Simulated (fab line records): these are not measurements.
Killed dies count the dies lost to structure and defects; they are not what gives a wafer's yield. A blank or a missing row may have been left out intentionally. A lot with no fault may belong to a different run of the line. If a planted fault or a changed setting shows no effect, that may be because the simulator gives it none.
2 desks, one fault | flow n5Finfet | only its own numbers are on each desk; what lay behind them is given at the end

AT THE TOOL OWNER'S DESK: rieMetal-01
The tool's own readings at N5_BEOL_M7_HM_OPEN_17 (chemistry Cl2/BCl3, target TiN, target depth 20 nm, overetch 6 nm): means of the sampled wafers that have a number, for each lot that ran on this tool. The brackets show how far a lot's mean lies from the usual mean; more than 4 standard deviations puts the lot out of limits, marked OUT.
Columns: A = bcl3FlowSccm at N5_BEOL_M7_HM_OPEN_17, usual 21.75 sccm; B = biasW at N5_BEOL_M7_HM_OPEN_17, usual 126.0 W; C = drypumpMotorCurrentA at N5_BEOL_M7_HM_OPEN_17, usual 5.7 A; D = oesProductAu at N5_BEOL_M7_HM_OPEN_17, usual 0.67 a.u.; E = throttleValvePct at N5_BEOL_M7_HM_OPEN_17, usual 21.98 %
lot  | first seen here | A     | B     | C   | D    | E
L177 | day 12 19:22    | 21.67 | 125.4 | 5.2 | 0.66 | 21.82
L179 | day 12 22:02    | 21.80 | 125.6 | 6.0 | 0.59 | 22.01
L180 | day 13 23:58    | 21.70 | 126.2 | 6.0 | 0.57 | 22.03
L183 | day 14 20:55    | 21.73 | 126.2 | 5.6 | 0.61 | 21.94
L182 | day 15 01:16    | 21.78 | 126.2 | 5.2 | 0.65 | 21.82
L184 | day 15 06:31    | 21.76 | 126.1 | 5.2 | 0.65 | 21.83
This desk's verdict: no lot among the 6 shows anything out of limits.

FROM THE METROLOGY DESK
Lot by lot, what the gauges showed, no matter which tool ran the lot: averages of those sampled wafers that carry a number. The brackets show how far a lot's mean lies from the usual mean; more than 4 standard deviations puts the lot out of limits, marked OUT.
Columns: A = cdNm at N5_BEOL_M7_CD_MEAS_18, usual 40.1 nm
lot  | first seen here | A
L161 | day 9 01:34     | 39.9
L162 | day 9 03:44     | 39.8
L173 | day 11 23:10    | 39.9
L174 | day 12 16:16    | 40.2
L177 | day 12 19:33    | 40.5
L179 | day 12 22:14    | 40.3
L176 | day 12 23:26    | 40.2
L178 | day 13 01:01    | 40.2
L180 | day 14 00:12    | 40.0
L183 | day 14 21:06    | 39.5
L182 | day 15 01:34    | 40.0
L184 | day 15 06:49    | 40.5
This desk's verdict: no lot among the 12 shows anything out of limits.

PUT TOGETHER
Nothing out of limits was seen by the tool owner's desk.
The metrology desk saw nothing out of limits.

WHAT THE SIMULATOR HAD INSERTED
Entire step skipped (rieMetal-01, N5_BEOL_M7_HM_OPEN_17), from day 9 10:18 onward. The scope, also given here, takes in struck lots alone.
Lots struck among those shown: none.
